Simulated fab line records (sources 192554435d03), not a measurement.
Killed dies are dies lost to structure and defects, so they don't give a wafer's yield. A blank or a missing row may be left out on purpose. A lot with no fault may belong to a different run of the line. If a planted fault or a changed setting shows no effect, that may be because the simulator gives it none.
Split-lot experiment || flow n5_finfet || route with 1938 steps; 7 lots, 39 wafers read

## THE SPLIT ITSELF
At N5_SDB_ALD_29 (deposits SiNx, target thk 30 nm, pulse time 1 s, ald cycles 600), the setting ald_cycles was moved away from the recipe's 600 on 9 of the 39 wafers read, by -56.5% to +55.5%. This setting was run at the recipe's value on the other wafers.

The reading comes from the split's own step.

## THE READING
SiNx_of_SDB_ALD_29.thk_nm (the simulator's own value, which no gauge read), in nm, at N5_SDB_ALD_29 (deposits SiNx, target thk 30 nm, pulse time 1 s, ald cycles 600). The file gives no usual value for it. Average 30.1 nm, standard deviation 0.15 nm, over the 30 wafers here run with the recipe.

{"wafer": "L077.1", "tool, chamber at the split": "ald_sin-02, 1", "ald_cycles as run": 731, "against the recipe": "+21.8%", "SiNx_of_SDB_ALD_29.thk_nm, nm": 36.8, "against lot-mates on the recipe": "+6.6"}
{"wafer": "L077.2", "tool, chamber at the split": "ald_sin-02, 0,3,2", "ald_cycles as run": 600, "against the recipe": "recipe", "SiNx_of_SDB_ALD_29.thk_nm, nm": 30.2, "against lot-mates on the recipe": "-"}
{"wafer": "L077.3", "tool, chamber at the split": "ald_sin-02, 0,3,2", "ald_cycles as run": 600, "against the recipe": "recipe", "SiNx_of_SDB_ALD_29.thk_nm, nm": 30.2, "against lot-mates on the recipe": "-"}
{"wafer": "L077.5", "tool, chamber at the split": "ald_sin-02, 0,3,2", "ald_cycles as run": 600, "against the recipe": "recipe", "SiNx_of_SDB_ALD_29.thk_nm, nm": 30.2, "against lot-mates on the recipe": "-"}
{"wafer": "L077.4", "tool, chamber at the split": "ald_sin-02, 2,1", "ald_cycles as run": 731, "against the recipe": "+21.8%", "SiNx_of_SDB_ALD_29.thk_nm, nm": 36.6, "against lot-mates on the recipe": "+6.4"}
{"wafer": "L077.6", "tool, chamber at the split": "ald_sin-02, 2,1", "ald_cycles as run": 731, "against the recipe": "+21.8%", "SiNx_of_SDB_ALD_29.thk_nm, nm": 36.6, "against lot-mates on the recipe": "+6.4"}
{"wafer": "L080.1", "tool, chamber at the split": "ald_sin-02, 0,3", "ald_cycles as run": 600, "against the recipe": "recipe", "SiNx_of_SDB_ALD_29.thk_nm, nm": 30, "against lot-mates on the recipe": "-"}
{"wafer": "L080.3", "tool, chamber at the split": "ald_sin-02, 0,3", "ald_cycles as run": 600, "against the recipe": "recipe", "SiNx_of_SDB_ALD_29.thk_nm, nm": 30, "against lot-mates on the recipe": "-"}
{"wafer": "L080.2", "tool, chamber at the split": "ald_sin-02, 1,1,0", "ald_cycles as run": 600, "against the recipe": "recipe", "SiNx_of_SDB_ALD_29.thk_nm, nm": 30.2, "against lot-mates on the recipe": "-"}
{"wafer": "L080.5", "tool, chamber at the split": "ald_sin-02, 1,1,0", "ald_cycles as run": 600, "against the recipe": "recipe", "SiNx_of_SDB_ALD_29.thk_nm, nm": 30.2, "against lot-mates on the recipe": "-"}
{"wafer": "L080.6", "tool, chamber at the split": "ald_sin-02, 1,1,0", "ald_cycles as run": 600, "against the recipe": "recipe", "SiNx_of_SDB_ALD_29.thk_nm, nm": 30.2, "against lot-mates on the recipe": "-"}
{"wafer": "L080.4", "tool, chamber at the split": "ald_sin-02, 2", "ald_cycles as run": 600, "against the recipe": "recipe", "SiNx_of_SDB_ALD_29.thk_nm, nm": 30.4, "against lot-mates on the recipe": "-"}
{"wafer": "L085.1", "tool, chamber at the split": "ald_sin-02, 2", "ald_cycles as run": 600, "against the recipe": "recipe", "SiNx_of_SDB_ALD_29.thk_nm, nm": 30.4, "against lot-mates on the recipe": "-"}
{"wafer": "L085.2", "tool, chamber at the split": "ald_sin-02, 1,3,0,2", "ald_cycles as run": 600, "against the recipe": "recipe", "SiNx_of_SDB_ALD_29.thk_nm, nm": 30, "against lot-mates on the recipe": "-"}
{"wafer": "L085.3", "tool, chamber at the split": "ald_sin-02, 1,3,0,2", "ald_cycles as run": 600, "against the recipe": "recipe", "SiNx_of_SDB_ALD_29.thk_nm, nm": 30, "against lot-mates on the recipe": "-"}
{"wafer": "L085.4", "tool, chamber at the split": "ald_sin-02, 1,3,0,2", "ald_cycles as run": 600, "against the recipe": "recipe", "SiNx_of_SDB_ALD_29.thk_nm, nm": 30, "against lot-mates on the recipe": "-"}
{"wafer": "L085.6", "tool, chamber at the split": "ald_sin-02, 1,3,0,2", "ald_cycles as run": 600, "against the recipe": "recipe", "SiNx_of_SDB_ALD_29.thk_nm, nm": 30, "against lot-mates on the recipe": "-"}
{"wafer": "L085.5", "tool, chamber at the split": "ald_sin-02, 3", "ald_cycles as run": 600, "against the recipe": "recipe", "SiNx_of_SDB_ALD_29.thk_nm, nm": 29.8, "against lot-mates on the recipe": "-"}
{"wafer": "L089.1", "tool, chamber at the split": "ald_sin-03, 2,1,0", "ald_cycles as run": 600, "against the recipe": "recipe", "SiNx_of_SDB_ALD_29.thk_nm, nm": 30, "against lot-mates on the recipe": "-"}
{"wafer": "L089.2", "tool, chamber at the split": "ald_sin-03, 2,1,0", "ald_cycles as run": 600, "against the recipe": "recipe", "SiNx_of_SDB_ALD_29.thk_nm, nm": 30, "against lot-mates on the recipe": "-"}
{"wafer": "L089.6", "tool, chamber at the split": "ald_sin-03, 2,1,0", "ald_cycles as run": 600, "against the recipe": "recipe", "SiNx_of_SDB_ALD_29.thk_nm, nm": 30, "against lot-mates on the recipe": "-"}
{"wafer": "L091.1", "tool, chamber at the split": "ald_sin-03, 1", "ald_cycles as run": 600, "against the recipe": "recipe", "SiNx_of_SDB_ALD_29.thk_nm, nm": 30.2, "against lot-mates on the recipe": "-"}
{"wafer": "L091.2", "tool, chamber at the split": "ald_sin-03, 0", "ald_cycles as run": 261, "against the recipe": "-56.5%", "SiNx_of_SDB_ALD_29.thk_nm, nm": 13.2, "against lot-mates on the recipe": -17.0}
{"wafer": "L091.3", "tool, chamber at the split": "ald_sin-03, 3", "ald_cycles as run": 261, "against the recipe": "-56.5%", "SiNx_of_SDB_ALD_29.thk_nm, nm": 12.8, "against lot-mates on the recipe": -17.4}
{"wafer": "L091.4", "tool, chamber at the split": "ald_sin-03, 2", "ald_cycles as run": 261, "against the recipe": "-56.5%", "SiNx_of_SDB_ALD_29.thk_nm, nm": 13.4, "against lot-mates on the recipe": -16.8}
{"wafer": "L091.5", "tool, chamber at the split": "ald_sin-03, 2", "ald_cycles as run": 600, "against the recipe": "recipe", "SiNx_of_SDB_ALD_29.thk_nm, nm": 30.4, "against lot-mates on the recipe": "-"}
{"wafer": "L091.6", "tool, chamber at the split": "ald_sin-03, 3", "ald_cycles as run": 600, "against the recipe": "recipe", "SiNx_of_SDB_ALD_29.thk_nm, nm": 30, "against lot-mates on the recipe": "-"}
{"wafer": "L092.1", "tool, chamber at the split": "ald_sin-02, 3,0", "ald_cycles as run": 600, "against the recipe": "recipe", "SiNx_of_SDB_ALD_29.thk_nm, nm": 30, "against lot-mates on the recipe": "-"}
{"wafer": "L092.2", "tool, chamber at the split": "ald_sin-02, 3,0", "ald_cycles as run": 600, "against the recipe": "recipe", "SiNx_of_SDB_ALD_29.thk_nm, nm": 30, "against lot-mates on the recipe": "-"}
{"wafer": "L092.3", "tool, chamber at the split": "ald_sin-02, 1,2,0", "ald_cycles as run": 600, "against the recipe": "recipe", "SiNx_of_SDB_ALD_29.thk_nm, nm": 30.2, "against lot-mates on the recipe": "-"}
{"wafer": "L092.4", "tool, chamber at the split": "ald_sin-02, 1,2,0", "ald_cycles as run": 600, "against the recipe": "recipe", "SiNx_of_SDB_ALD_29.thk_nm, nm": 30.2, "against lot-mates on the recipe": "-"}
{"wafer": "L092.5", "tool, chamber at the split": "ald_sin-02, 1,2,0", "ald_cycles as run": 600, "against the recipe": "recipe", "SiNx_of_SDB_ALD_29.thk_nm, nm": 30.2, "against lot-mates on the recipe": "-"}
{"wafer": "L092.6", "tool, chamber at the split": "ald_sin-02, 3", "ald_cycles as run": 600, "against the recipe": "recipe", "SiNx_of_SDB_ALD_29.thk_nm, nm": 29.8, "against lot-mates on the recipe": "-"}
{"wafer": "L097.1", "tool, chamber at the split": "ald_sin-02, 1,2,2", "ald_cycles as run": 933, "against the recipe": "+55.5%", "SiNx_of_SDB_ALD_29.thk_nm, nm": 46.8, "against lot-mates on the recipe": "+16.7"}
{"wafer": "L097.4", "tool, chamber at the split": "ald_sin-02, 1,2,2", "ald_cycles as run": 933, "against the recipe": "+55.5%", "SiNx_of_SDB_ALD_29.thk_nm, nm": 46.8, "against lot-mates on the recipe": "+16.7"}
{"wafer": "L097.6", "tool, chamber at the split": "ald_sin-02, 1,2,2", "ald_cycles as run": 933, "against the recipe": "+55.5%", "SiNx_of_SDB_ALD_29.thk_nm, nm": 46.8, "against lot-mates on the recipe": "+16.7"}
{"wafer": "L097.2", "tool, chamber at the split": "ald_sin-02, 0,1", "ald_cycles as run": 600, "against the recipe": "recipe", "SiNx_of_SDB_ALD_29.thk_nm, nm": 30, "against lot-mates on the recipe": "-"}
{"wafer": "L097.5", "tool, chamber at the split": "ald_sin-02, 0,1", "ald_cycles as run": 600, "against the recipe": "recipe", "SiNx_of_SDB_ALD_29.thk_nm, nm": 30, "against lot-mates on the recipe": "-"}
{"wafer": "L097.3", "tool, chamber at the split": "ald_sin-02, 3", "ald_cycles as run": 600, "against the recipe": "recipe", "SiNx_of_SDB_ALD_29.thk_nm, nm": 30.2, "against lot-mates on the recipe": "-"}
When a row names more than one chamber, that row covers several wafers, and the file does not tell which wafer ran in which chamber.

FIT RESULTS
A straight line over all 39 wafers: SiNx_of_SDB_ALD_29.thk_nm changes by +0.301 nm for each +1% of ald_cycles; r = +1.00; the points scatter about the line by 0.16 nm.
The same after taking each lot's own level away (the mean of its wafers on the recipe; 39 wafers): +0.301 nm for each +1%; r = +1.00; scatter 0.15 nm.
Per that fit: largest ald_cycles move, reading shift of 17 nm.
Across the lots, their own levels run from 30.00 to 30.20 nm, a range of 1.3 times the standard deviation given above.
Hence the lot-to-lot level has little effect on the slope; both slopes agree.
Check: with one of the wafers moved furthest among these (-56.5%) left out of the fit, the line predicts -17.1 nm for it against its lot-mates. Against them it came out at -17 nm.

## THE OTHER SPLITS THESE WAFERS WENT THROUGH
These wafers also went through other splits before the reading. Each is held against what the fit with the lots' levels taken away leaves over:
{"other split on the same wafers": "N5_ZERO_LAYER_PECVD_02 time_s", "wafers away from the commonest value": 18, "r with SiNx_of_SDB_ALD_29.thk_nm (lot level and that fit taken away)": "+0.06"}
{"other split on the same wafers": "N5_PMOS_HMC_CHANNEL_EPI_HM_DEP_34 time_s", "wafers away from the commonest value": 9, "r with SiNx_of_SDB_ALD_29.thk_nm (lot level and that fit taken away)": -0.22}
{"other split on the same wafers": "N5_SD_EPI_P_DEVELOP_08 develop_time_s", "wafers away from the commonest value": 18, "r with SiNx_of_SDB_ALD_29.thk_nm (lot level and that fit taken away)": "+0.06"}

## THE WHOLE CHAIN: every reading that the file lists as answering this split, in the file's order
{"step": "N5_SDB_ALD_29", "what it does": "deposits SiNx, target thk 30 nm, pulse time 1 s, ald cycles 600", "reading": "SiNx_of_SDB_ALD_29.thk_nm (the simulator's own value, which no gauge read)", "change (the file's fit)": "+0.301 nm for each +1% of the setting", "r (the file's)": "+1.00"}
{"step": "N5_SDB_CMP_30", "what it does": "polishes, stops on poly-Si, t overpolish 1.54 s, target thk 30 nm", "reading": "SiNx_of_SDB_ALD_29.thk_nm (the simulator's own value, which no gauge read)", "change (the file's fit)": "not straight: 13.13 at the lowest setting, 30.1 at the recipe, 30.73 at the highest", "r (the file's)": "not given"}

## THE FILE'S OWN FIT
SiNx_of_SDB_ALD_29.thk_nm changes by +0.301 nm for each +1% of ald_cycles, r = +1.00.
